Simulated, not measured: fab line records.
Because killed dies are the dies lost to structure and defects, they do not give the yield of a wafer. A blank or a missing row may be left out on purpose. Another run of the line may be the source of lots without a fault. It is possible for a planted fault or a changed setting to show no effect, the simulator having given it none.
Struck lot and sound lot, side by side ; flow nand_harc ; 36 steps out of a route of 1302
Sound: wafers L766.4, L766.5, L766.6. Struck: wafer L774.3 (left out: L774.2, L774.5 of the same lot, which were not struck); the cause appears at the end.
At each step with rows: each side's tool, then ch and its chambers, then its first start. Under that, the readings that differ: sound wafers ; struck wafers ; difference of the means ; sigmas: that difference in standard deviations of wafers without a fault.
alike: words and numbers the same on both sides, and readings whose means are apart by under 2 such deviations; not compared: readings that were withheld, readings missing a value for some wafer, numbers with overlapping values and no deviation given by the record, and bounds like >300 which may hide the same value.
The two part at a step that has a row with sigmas, a row that says differs or no value, or rows on one side only. Non-overlapping numbers with no deviation appear without sigmas and do not part them. A reading missing from all wafers of one side parts the sides only when that side holds two or more wafers.

first, 2 steps without rows for these wafers: NHARC_A_STAIRCASE_PRECLEAN_318 (cleans in SC1); NHARC_A_STAIRCASE_SRD_329.
NHARC_A_STAIRCASE_ALD_415: deposits SiO2, target thk 30 nm, pulse time 6 s, ald cycles 300.
  sound on ald_hk-01 ch 2,3, day 18 18:47; struck on ald_hk-02 ch 2, day 22 21:31
reading;sound;struck;difference;sigmas
heater_power_w (W);454 449 391;550;+119;+2
  alike: precursor_pulse_height_rel
then, 2 steps without rows for these wafers: NHARC_A_STAIRCASE_ETCHBACK_416 (etches the open film in C4F8/O2/Ar, target depth 36 nm, time 7.2 s); NHARC_A_STAIRCASE_STRIP_476 (strips in O2, time 20 s).
NHARC_A_STAIRCASE_DEP_417: deposits Si3N4, target thk 60 nm.
  sound on pecvd-02 ch 0,1,2, day 18 21:40; struck on pecvd-04 ch 1, day 22 23:33
  alike: heater_power_w
then, 3 steps without rows for these wafers: NHARC_A_STAIRCASE_WET_418 (chemistry H3PO4, target depth 20 nm); NHARC_A_STAIRCASE_PRECLEAN_419 (cleans in SC1); NHARC_A_STAIRCASE_SRD_421.
NHARC_A_STAIRCASE_ALD_420: deposits SiO2, target thk 20 nm, pulse time 6 s, ald cycles 200.
  sound on ald_hk-01 ch 0,1,2, day 19 00:32; struck on ald_hk-03 ch 2, day 23 02:43
  alike: heater_power_w, precursor_pulse_height_rel
then, 1 step without rows for these wafers: NHARC_A_STAIRCASE_CVD_552 (deposits SiNx, target thk 40 nm).
NHARC_A_STAIRCASE_DEP_151: deposits SiO2, target thk 7200 nm.
  sound on pecvd-04 ch 0,1,2, day 19 08:40; struck on pecvd-02 ch 0, day 23 10:32
reading;sound;struck;difference;sigmas
heater_power_w (W);609 538 645;783;+186;+2
then, 15 steps without rows for these wafers: NHARC_A_STAIRCASE_ANNEAL_320 (time 1800 s); NHARC_A_STAIRCASE_DEP_322 (deposits SiO2, target thk 7200 nm); NHARC_A_STAIRCASE_ANNEAL_323 (time 1800 s); NHARC_A_STAIRCASE_DEP_325 (deposits SiO2, target thk 7200 nm); NHARC_A_STAIRCASE_ANNEAL_326 (time 1800 s); NHARC_A_STAIRCASE_DEHYDRATE_433 (time 120 s); NHARC_A_STAIRCASE_HMDS_434 (time 30 s); NHARC_A_STAIRCASE_COAT_435; NHARC_A_STAIRCASE_SOFTBAKE_436 (time 170 s); NHARC_A_STAIRCASE_EBR_437; NHARC_A_STAIRCASE_EXPOSE_438 (exposes mask STAIR REV); NHARC_A_STAIRCASE_PEB_439 (peb time 130 s); NHARC_A_STAIRCASE_DEVELOP_440 (time 140 s); NHARC_A_STAIRCASE_HARDBAKE_442 (time 140 s); NHARC_A_STAIRCASE_DESCUM_443 (chemistry O2, time 3 s).
NHARC_A_STAIRCASE_ETCH_444: etches the open film in C4F8/O2, target depth 20400 nm, time 6800 s.
  sound on rie_diel-03 ch 0,1,3, day 20 15:07; struck on rie_diel-06 ch 2, day 24 17:54
reading;sound;struck;difference;sigmas
rf_vpp_V (V);805 815 816;801;-11;-2
  alike: oes_product_au
  not compared: rf_hours_counter_h
NHARC_A_STAIRCASE_STRIP_446: strips in O2.
  sound on plasma_asher-02 ch 0,1, day 20 18:14; struck on plasma_asher-02 ch 1, day 24 20:52
  alike: drypump_motor_current_A, heater_power_w
  not compared: rf_hours_counter_h
then, 6 steps without rows for these wafers: NHARC_A_STAIRCASE_STRIP_447 (strips in SPM, time 900 s); NHARC_A_STAIRCASE_PRECLEAN_448 (cleans in SC1); NHARC_A_STAIRCASE_SRD_449; NHARC_A_STAIRCASE_CMP_450 (polishes SiO2, target thk 200 nm); NHARC_A_STAIRCASE_CMP_152 (polishes); NHARC_A_STAIRCASE_SRD_154.
-- the record jumps here: 6 days lie between the struck wafers' starts before and after (it left off in module A_STAIRCASE and takes up again in module END, whose first step shown is number 1302 of the route) --
NHARC_END_SORT_01:
  here the record holds rows for the struck wafers (prober-01 ch 0, day 30 09:33) but none for the sound ones

== WHERE THEY PART ==
Last at NHARC_END_SORT_01 as far as this record goes, first at NHARC_A_STAIRCASE_ALD_415.

WHY: the cause the simulator had injected
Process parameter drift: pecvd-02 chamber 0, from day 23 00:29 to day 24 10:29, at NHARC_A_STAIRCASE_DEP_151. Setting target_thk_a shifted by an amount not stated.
